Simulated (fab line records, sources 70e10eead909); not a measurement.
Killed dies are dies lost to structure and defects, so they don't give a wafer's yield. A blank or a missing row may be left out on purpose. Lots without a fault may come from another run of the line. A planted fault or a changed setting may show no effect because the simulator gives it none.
Chamber matching | flow nand_harc | NHARC_THIN_TSV_DEP_47 on pecvd-02: 3 sister chambers
The step deposits SiO2, target thk 200 nm. 14 wafers are shown with their chamber, then 7 later ones without.

WAFERS WITH THEIR CHAMBER
wafer  | chamber | throttle_valve_pct (%)
L483.2 | 2       | 15.2
L483.3 | 1       | 14.4
L483.4 | 0       | 15.3
L488.1 | 2       | 15.6
L488.2 | 0       | 14.9
L488.6 | 0       | 15.1
L490.3 | 1       | 14.6
L490.4 | 0       | 15.0
L490.6 | 2       | 15.3
L492.1 | 1       | 14.7
L492.4 | 2       | 15.3
L492.5 | 1       | 14.6
L491.2 | 2       | 15.0
L491.5 | 0       | 15.0

SIGNATURES (means of the wafers above)
reading            | chamber 0 | chamber 1 | chamber 2 | scatter within a chamber
throttle_valve_pct | 15.060    | 14.575    | 15.280    | 0.173
Rule: a wafer's distance from a chamber is the root of the sum, over the readings, of the square of ((its reading less the chamber's mean) divided by the reading's scatter). The wafer belongs to the nearest chamber; if the next one is less than 2 further off, it can't be placed. The scatter: the root of (the sum of the squares of (reading less its chamber's mean) over the shown wafers, divided by (wafers less chambers)).

WAFERS WITHOUT THEIR CHAMBER
wafer  | throttle_valve_pct (%)
L491.6 | 14.9
L495.2 | 15.0
L495.3 | 15.1
L495.4 | 15.0
L504.3 | 14.8
L504.4 | 15.0
L504.6 | 14.9

WHICH CHAMBER EACH WENT THROUGH
wafer  | from the rows above          | in truth
L491.6 | can't be placed: 0 or 1 or 2 | 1
L495.2 | can't be placed: 0 or 2      | 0
L495.3 | can't be placed: 0 or 2      | 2
L495.4 | can't be placed: 0 or 2      | 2
L504.3 | can't be placed: 1 or 0 or 2 | 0
L504.4 | can't be placed: 0 or 2      | 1
L504.6 | can't be placed: 0 or 1 or 2 | 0
Placed correctly: 0 of 7. Can't be placed from these rows: 7 (the true chamber is among the candidates in 6). Placed wrongly: 0.
